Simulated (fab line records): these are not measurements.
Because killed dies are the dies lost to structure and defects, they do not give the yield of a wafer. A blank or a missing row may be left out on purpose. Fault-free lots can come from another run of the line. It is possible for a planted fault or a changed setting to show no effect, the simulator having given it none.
Matching of chambers / flow n5 finfet / N5_BEOL_M11_VIA_ETCH_34 on rie diel-06 has 4 sister chambers
The step etches SiCOH lowk in C4F6/O2, target depth 184.5 nm, time 69.2 s. 4 wafers are shown with their chamber, then 12 later ones without.

== WAFERS WITH THEIR CHAMBER ==
wafer=L085.3; chamber=0; throttle valve pct (%)=20.80
wafer=L086.1; chamber=1; throttle valve pct (%)=21.06
wafer=L086.4; chamber=2; throttle valve pct (%)=20.49
wafer=L086.5; chamber=3; throttle valve pct (%)=20.83

== WAFERS WHOSE CHAMBER IS MISSING ==
wafer=L088.1; throttle valve pct (%)=21.06
wafer=L088.2; throttle valve pct (%)=20.82
wafer=L088.4; throttle valve pct (%)=20.84
wafer=L091.1; throttle valve pct (%)=20.85
wafer=L091.2; throttle valve pct (%)=20.82
wafer=L091.4; throttle valve pct (%)=20.84
wafer=L092.3; throttle valve pct (%)=20.84
wafer=L092.5; throttle valve pct (%)=20.52
wafer=L092.6; throttle valve pct (%)=20.84
wafer=L097.1; throttle valve pct (%)=20.69
wafer=L097.4; throttle valve pct (%)=20.54
wafer=L097.6; throttle valve pct (%)=20.53

== WHICH CHAMBER EACH WENT THROUGH ==
wafer=L088.1; from the rows above=1; in truth=1
wafer=L088.2; from the rows above=can't be placed: 3 or 0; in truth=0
wafer=L088.4; from the rows above=can't be placed: 3 or 0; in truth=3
wafer=L091.1; from the rows above=can't be placed: 3 or 0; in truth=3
wafer=L091.2; from the rows above=can't be placed: 3 or 0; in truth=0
wafer=L091.4; from the rows above=can't be placed: 3 or 0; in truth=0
wafer=L092.3; from the rows above=can't be placed: 3 or 0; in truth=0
wafer=L092.5; from the rows above=2; in truth=2
wafer=L092.6; from the rows above=can't be placed: 3 or 0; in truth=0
wafer=L097.1; from the rows above=can't be placed: 0 or 3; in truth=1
wafer=L097.4; from the rows above=2; in truth=2
wafer=L097.6; from the rows above=2; in truth=2
Correctly placed: 4 of 12. Can't be placed from these rows: 8 (the true chamber is among the candidates in 7). 0 placed wrongly.
How it was worked out, from the rows above alone: a wafer's distance from a chamber is the root of the sum, over the readings, of the square of ((its reading less the chamber's mean) divided by the reading's scatter). The wafer belongs to the nearest chamber; if the next one is less than 2 further off, it can't be placed. For every chamber, the mean is computed from those of its wafers that are shown. The scatter: with one shown wafer a chamber, the root of the mean of the squares of how far each hidden wafer lies from its nearest shown one.
